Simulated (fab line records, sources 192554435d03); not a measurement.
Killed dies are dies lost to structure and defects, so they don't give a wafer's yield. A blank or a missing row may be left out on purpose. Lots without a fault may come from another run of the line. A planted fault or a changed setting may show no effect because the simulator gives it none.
fab line records | flow n5_finfet
record lots=6 wafers=18 last_day=16
route steps=1938 shown BEOL_M15@1788
lots that met no fault: from a run of the same line without faults
start_h: hours from the record's first day to the start of the lot's first wafer shown | wait_h: hours since the lot's step before | " the same as in the row above | L1.1+2: a row that stands for several wafers | - no value, or no start given | * or withheld: withheld | < > ~ a bound
route shown NAME@n: a module of which the file shows steps, and the number in the route of the first | usual: mean/standard deviation of fault-free wafers | same: alike in all rows | chamber/n: place in a boat | sites: the reading at each site | _std_site: their standard deviation | _edge_site: outer sites' mean less inner sites' | radius_mm: how far each site lies from the wafer's centre | mask NAME#n: copy n | behind: the tool/chamber that last shaped the wafer | hold: why the lot was held/for how many hours/how that ended | device: the transistor (n, p or np) that didn't switch | end of line: the same wafers' tests at the end of the route | a step without rows: its recipe alone | killed: dies lost to structure and defects at the first sort, not the wafer's yield | map: a wafer's dies, x killed, . not, _ none there
set.NAME: the setting as run; set.NAME@STEP: as run at that earlier step | model.NAME: the simulator's own value behind a step, which no gauge read
lots at some steps of the route; a table a step, a row a wafer
services: from which hour (start_h, from the record's first day; less than 0 if before it) a tool's chamber was out of use, for how many hours, and why
## steps
# step N5_BEOL_M15_VIA_ETCH_16
# recipe chemistry=C4F8/O2/Ar target=SiO2 he_inner_torr=15 he_outer_torr=30 target_depth_a=17922 time_s=withheld ion_energy_ev=800 pressure_mtorr=20 source_w=1905 bias_w=2040 Ar_flow_sccm=400 C4F8_flow_sccm=16 O2_flow_sccm=12 ends=cleared
# usual chamber_pressure_mTorr=19.998/0.017 drypump_motor_current_A=5.8/0.41 he_inner_torr=15.00/0.032 oes_product_au=0.70/0.087 rf_vpp_V=2222/52 showerhead_plenum_p_Torr=3.45/0.12 throttle_valve_pct=30.93/0.24
# columns lot.wafer tool chamber start_h wait_h chamber_pressure_mTorr drypump_motor_current_A he_inner_torr oes_product_au rf_vpp_V showerhead_plenum_p_Torr throttle_valve_pct
L403.1 rie_diel-05 3 258.81 0.0 19.999 6.1 14.99 0.64 2316 3.53 31.08
L403.5 " 2 " " 19.993 6.3 15.07 0.67 2217 3.43 30.81
L403.6 " 1 " " 20.013 5.8 15.02 0.67 2175 3.39 31.04
L406.1 rie_diel-05 3 289.20 0.0 19.981 6.1 14.98 0.63 2315 3.53 31.07
L406.2 " 2 " " 20.035 6.3 14.96 0.65 2216 3.42 30.78
L406.6 " 1 " " 19.991 5.8 15.02 0.66 2175 3.39 31.05
L409.1 rie_diel-05 3 317.90 0.0 19.997 6.1 15.00 0.61 2316 3.52 31.05
L409.3 " 1 " " 19.980 5.8 15.03 0.65 2175 3.38 31.05
L409.5 " 1 " " 19.988 5.8 15.01 0.64 2173 3.38 31.03
L412.1 rie_diel-03 0 327.32 0.0 19.979 5.9 14.98 0.70 2175 3.57 30.82
L412.3 " 1 " " 20.013 5.2 15.04 0.69 2194 3.35 30.76
L412.6 " 3 " " 19.965 5.7 14.97 0.76 2281 3.48 30.60
L414.1 rie_diel-04 3 340.88 0.0 19.971 5.9 14.95 0.77 2262 3.59 30.53
L414.2 " 1 " " 20.030 5.2 15.01 0.70 2186 3.47 31.40
L414.3 " 0 " " 20.016 5.2 14.99 0.63 2154 3.25 31.05
L418.1 rie_diel-04 1 358.25 0.0 20.010 5.2 14.99 0.68 2186 3.46 31.40
L418.5 " 2 " " 20.009 6.1 15.02 0.84 2194 3.39 30.97
L418.6 " 1 " " 20.010 5.2 14.99 0.69 2186 3.46 31.43
# step N5_BEOL_M15_STRIP_63
# recipe chemistry=O2 power_w=600 temp_c=60 pressure_mtorr=30 rf_frequency_hz=6e+07 bias_power_w=0 overash_fraction=0.3 o2_flow_sccm=225
# usual chamber_pressure_mTorr=30.00/0.044 drypump_motor_current_A=5.8/0.41 oes_product_au=0.78/0.096 rf_vpp_V=3.7/0.75 showerhead_plenum_p_Torr=2.11/0.08 throttle_valve_pct=16.75/0.25
# columns lot.wafer tool chamber start_h wait_h chamber_pressure_mTorr drypump_motor_current_A oes_product_au rf_hours_counter_h rf_vpp_V showerhead_plenum_p_Torr throttle_valve_pct
L403.1 rie_diel-05 3 - - 29.90 6.1 0.71 211 2.5 2.16 16.88
L403.5 " 2 " " 30.07 6.3 0.72 - 3.2 2.10 16.65
L403.6 " 1 " " 30.05 5.8 0.75 - 3.6 2.09 17.00
L406.1 rie_diel-05 3 - - 30.01 6.1 0.68 220 2.5 2.16 16.91
L406.2 " 2 " " 30.00 6.3 0.72 200 3.6 2.10 16.68
L406.6 " 1 " " 30.08 5.8 0.73 - 3.3 2.09 17.01
L409.1 rie_diel-05 3 - - 29.96 6.1 0.69 229 3.3 2.16 16.92
L409.3 " 1 " " 29.97 5.8 0.73 220 3.3 2.09 17.03
L409.5 " 1 " " 29.97 5.8 0.73 - 3.0 2.09 16.99
L412.1 rie_diel-03 0 - - 30.04 5.8 0.77 132 2.8 2.19 16.76
L412.3 " 1 " " 30.02 5.1 0.76 125 3.7 2.01 16.39
L412.6 " 3 " " 30.04 5.6 0.85 - 3.9 2.13 16.50
L414.1 rie_diel-04 3 - - 30.06 5.9 0.84 71 3.6 2.23 16.46
L414.2 " 1 " " 30.02 5.2 0.77 143 4.3 2.10 16.95
L414.3 " 0 " " 29.94 5.2 0.70 215 3.3 1.99 17.06
L418.1 rie_diel-04 1 - - 30.01 5.3 0.76 149 3.9 2.10 16.96
L418.5 " 2 " " 29.98 6.1 0.94 - 3.4 2.05 16.52
L418.6 " 1 " " 29.93 5.3 0.76 - 3.7 2.10 16.94
# step N5_BEOL_M15_STRIP_64
# recipe chemistry=O2 power_w=600 temp_c=60 pressure_mtorr=30 rf_frequency_hz=6e+07 bias_power_w=0 overash_fraction=0.3 o2_flow_sccm=225
# usual chamber_pressure_mTorr=29.999/0.027 drypump_motor_current_A=5.8/0.41 oes_product_au=0.78/0.095 rf_vpp_V=3.7/0.56 showerhead_plenum_p_Torr=2.11/0.08 throttle_valve_pct=16.75/0.25
# columns lot.wafer tool chamber start_h wait_h chamber_pressure_mTorr drypump_motor_current_A oes_product_au rf_hours_counter_h rf_vpp_V showerhead_plenum_p_Torr throttle_valve_pct
L403.1 rie_diel-05 3 - - 29.973 6.1 0.69 211 4.0 2.16 16.90
L403.5 " 2 " " 29.985 6.3 0.73 - 5.1 2.10 16.65
L403.6 " 1 " " 29.942 5.8 0.74 - 4.1 2.09 16.99
L406.1 rie_diel-05 3 - - 29.995 6.1 0.69 220 3.7 2.16 16.93
L406.2 " 2 " " 30.012 6.3 0.72 200 4.5 2.10 16.68
L406.6 " 1 " " 30.026 5.8 0.73 - 4.0 2.09 17.01
L409.1 rie_diel-05 3 - - 30.018 6.1 0.69 229 5.0 2.16 16.94
L409.3 " 1 " " 30.047 5.9 0.73 220 3.8 2.09 17.02
L409.5 " 1 " " 30.010 5.9 0.73 - 4.0 2.09 17.02
L412.1 rie_diel-03 0 - - 29.977 5.8 0.77 132 3.6 2.19 16.78
L412.3 " 1 " " 30.041 5.2 0.76 125 3.3 2.01 16.37
L412.6 " 3 " " 29.986 5.7 0.85 - 3.1 2.13 16.48
L414.1 rie_diel-04 3 - - 30.016 5.9 0.84 71 3.9 2.23 16.47
L414.2 " 1 " " 30.038 5.2 0.76 143 3.5 2.10 16.93
L414.3 " 0 " " 29.998 5.1 0.70 215 3.6 1.99 17.03
L418.1 rie_diel-04 1 - - 30.005 5.2 0.76 149 4.4 2.10 16.95
L418.5 " 2 " " 29.983 6.1 0.95 - 4.1 2.05 16.49
L418.6 " 1 " " 30.006 5.2 0.77 - 3.0 2.10 16.96
# step N5_BEOL_M15_STRIP_65
# recipe chemistry=post_etch_residue_remover time_s=60 temp_c=25 remover_ph=withheld remover_water_wt_pct=withheld remover_fluoride_wt_pct=withheld
# step N5_BEOL_M15_SRD_66
# recipe time_s=30 temp_c=23 rinse_liquid=diw dry=n2_spin spin_rpm=1500 dry_time_s=30
# step N5_BEOL_M15_CD_MEAS_17
# recipe target_cd_nm=360 polarity=opening
# usual cd_nm=361.6/1.8
# columns lot.wafer tool chamber start_h wait_h cd_nm
L403.1 cd_sem-03 - 259.22 0.0 363.0
L403.5 " - " " 362.9
L403.6 " - " " 360.7
L406.1 cd_sem-01 - 289.61 0.0 364.4
L406.2 " - " " 362.3
L406.6 " - " " 361.9
L409.1 cd_sem-03 - 318.35 0.0 361.7
L409.3 " - " " 360.7
L409.5 " - " " 360.4
L412.1 cd_sem-01 - 327.73 0.0 362.8
L412.3 " - " " 361.0
L412.6 " - " " 361.6
L414.1 cd_sem-03 - 341.29 0.0 362.8
L414.2 " - " " 363.2
L414.3 " - " " 364.4
L418.1 cd_sem-01 - 358.67 0.0 364.5
L418.5 " - " " 361.9
L418.6 " - " " 361.8
# step N5_BEOL_M15_COAT_56
# recipe resist=SOC temp_c=250 time_s=60 spin_rpm=1500 resist_thk_nm=550
# step N5_BEOL_M15_ETCH_57
# recipe chemistry=N2/H2 target=SOC source_w=3000 bias_w=350 time_s=750 ion_energy_ev=200 pressure_mtorr=30 n2_flow_sccm=200 h2_flow_sccm=200
# usual chamber_pressure_mTorr=30.007/0.027 drypump_motor_current_A=5.7/0.4 oes_product_au=0.80/0.093 rf_vpp_V=524.4/2.8 showerhead_plenum_p_Torr=2.56/0.1 throttle_valve_pct=17.74/0.28
# columns lot.wafer tool chamber start_h wait_h chamber_pressure_mTorr drypump_motor_current_A oes_product_au rf_hours_counter_h rf_vpp_V showerhead_plenum_p_Torr throttle_valve_pct
L403.1 rie_diel-03 1 259.32 - 29.992 5.1 0.78 105 521.2 2.46 17.48
L403.5 " 2 " " 30.001 5.8 0.69 - 519.5 2.39 17.74
L403.6 " 1 " " 30.068 5.1 0.78 - 521.6 2.46 17.47
L406.1 rie_diel-03 1 289.71 - 30.019 5.1 0.78 115 521.0 2.46 17.48
L406.2 " 3 " " 30.002 5.7 0.86 45 523.5 2.60 17.55
L406.6 " 2 " " 30.007 5.8 0.97 - 528.6 2.71 17.32
L409.1 rie_diel-04 3 318.52 - 29.981 5.8 0.85 65 527.7 2.67 17.39
L409.3 " 1 " " 30.007 5.2 0.77 134 524.1 2.54 17.98
L409.5 " 2 " " 29.992 6.1 1.00 - 523.2 2.49 17.54
L412.1 rie_diel-04 2 327.87 - 29.957 6.1 0.97 10 522.8 2.49 17.55
L412.3 " 0 " " 30.032 5.1 0.70 209 520.5 2.41 18.09
L412.6 " 2 " " 30.043 6.1 0.96 - 522.7 2.49 17.54
L414.1 rie_diel-04 1 341.39 - 29.995 5.2 0.76 143 524.6 2.53 18.01
L414.2 " 3 " " 30.014 5.9 0.84 71 529.1 2.67 17.40
L414.3 " 0 " " 29.966 5.2 0.69 215 520.0 2.41 18.12
L418.1 rie_diel-05 2 358.77 - 29.997 6.3 0.70 218 521.4 2.51 17.77
L418.5 " 2 " " 30.027 6.3 0.70 - 524.4 2.51 17.76
L418.6 " 3 " " 30.025 6.1 0.67 - 526.4 2.60 18.07
# step N5_BEOL_M15_COAT_60
# recipe resist=BARC temp_c=205 time_s=60 spin_rpm=1500 resist_thk_nm=89
# step N5_BEOL_M15_COAT_22
# recipe spin_rpm=1704 resist_thk_nm=800
# step N5_BEOL_M15_EBR_24
# recipe solvent=PGMEA ebr_width_mm=1.5
# step N5_BEOL_M15_SOFTBAKE_23
# recipe temp_c=130 time_s=60
# step N5_BEOL_M15_EXPOSE_25
# recipe mask_id=M15 na=0.8 source_shape=annular sigma_inner=0.5 sigma_outer=0.8 polarization=unpolarized target_cd_nm=400 dose_mj=35.5
# usual exposure_dose_mJ_cm2=35.49/0.032 focus_offset_nm=-0.1/0.54
# columns lot.wafer tool chamber start_h wait_h mask exposure_dose_mJ_cm2 focus_offset_nm
L403.1 krf_scanner-01 0 259.92 - M15#0 35.44 -1.0
L403.5 " 0 " " M15#0 35.53 0.2
L403.6 " 0 " " M15#0 35.50 0.8
L406.1 krf_scanner-02 0 290.44 - M15#0 35.49 0.0
L406.2 " 0 " " M15#0 35.55 -0.1
L406.6 " 0 " " M15#0 35.53 -0.4
L409.1 krf_scanner-02 - 319.12 - M15#0 - -
L409.3 " - " " M15#0 - -
L409.5 " - " " M15#0 - -
L412.1 krf_scanner-02 - 328.48 - M15#0 - -
L412.3 " - " " M15#0 - -
L412.6 " - " " M15#0 - -
L414.1 krf_scanner-01 0 342.12 - M15#0 35.53 0.1
L414.2 " 0 " " M15#0 35.46 0.2
L414.3 " 0 " " M15#0 35.50 -1.1
L418.1 krf_scanner-02 0 359.37 - M15#0 35.47 0.6
L418.5 " 0 " " M15#0 35.48 -0.2
L418.6 " 0 " " M15#0 35.51 0.9
# step N5_BEOL_M15_PEB_26
# recipe peb_temp_c=130 peb_time_s=90
## services
# columns tool chamber start_h hours kind
rie_diel-04 0 237.79 3.5 repair
rie_diel-04 1 248.31 9.3 repair
rie_diel-03 2 249.73 7.8 repair
rie_diel-04 2 257.85 - clean
rie_diel-04 2 257.85 - consumable_replace:focus_ring
rie_diel-04 2 257.85 35.0 scheduled_down
rie_diel-04 2 257.85 35.0 vent_cycle
rie_diel-03 2 260.64 - clean
rie_diel-03 2 260.64 - consumable_replace:focus_ring
krf_scanner-01 - 263.35 1.0 pm
krf_scanner-02 - 268.57 0.2 repair
rie_diel-04 1 284.76 2.5 repair
krf_scanner-02 - 290.67 1.4 repair
krf_scanner-01 - 292.07 0.8 pm
krf_scanner-02 - 293.50 1.3 pm
rie_diel-05 0 307.78 - clean
rie_diel-05 0 307.78 - consumable_replace:focus_ring
rie_diel-05 0 307.78 - consumable_replace:showerhead
rie_diel-05 0 307.78 11.4 scheduled_down
rie_diel-05 0 307.78 11.4 vent_cycle
krf_scanner-01 - 324.16 1.3 pm
rie_diel-04 3 324.90 6.0 repair
krf_scanner-01 - 328.22 8.8 repair
rie_diel-05 2 342.02 12.7 repair
## key
first_sign step=N5_BEOL_M15_EXPOSE_25 reading=tool_record direction=missing
effect none on later readings
met_at N5_BEOL_M15_EXPOSE_25
struck_wafers L409.1,L409.3,L409.5,L412.1,L412.3,L412.6
later_rows_left_out L409.1,L409.3,L409.5,L412.1,L412.3,L412.6
sort_left_out L409.1,L409.3,L409.5,L412.1,L412.3,L412.6
onset_between 290.44 319.12
fault kind=skipped_step_whole tool=krf_scanner-02 chamber=- onset_h=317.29 steps=N5_BEOL_M15_EXPOSE_25 scope=struck_lots_only
# sort_left_out: the simulated sort isn't trusted on such a fault, so these wafers' sort isn't shown, and their yield isn't known
# later_rows_left_out: the simulator's readings of these wafers behind a module that went badly wrong aren't trusted and aren't shown, but for the sort
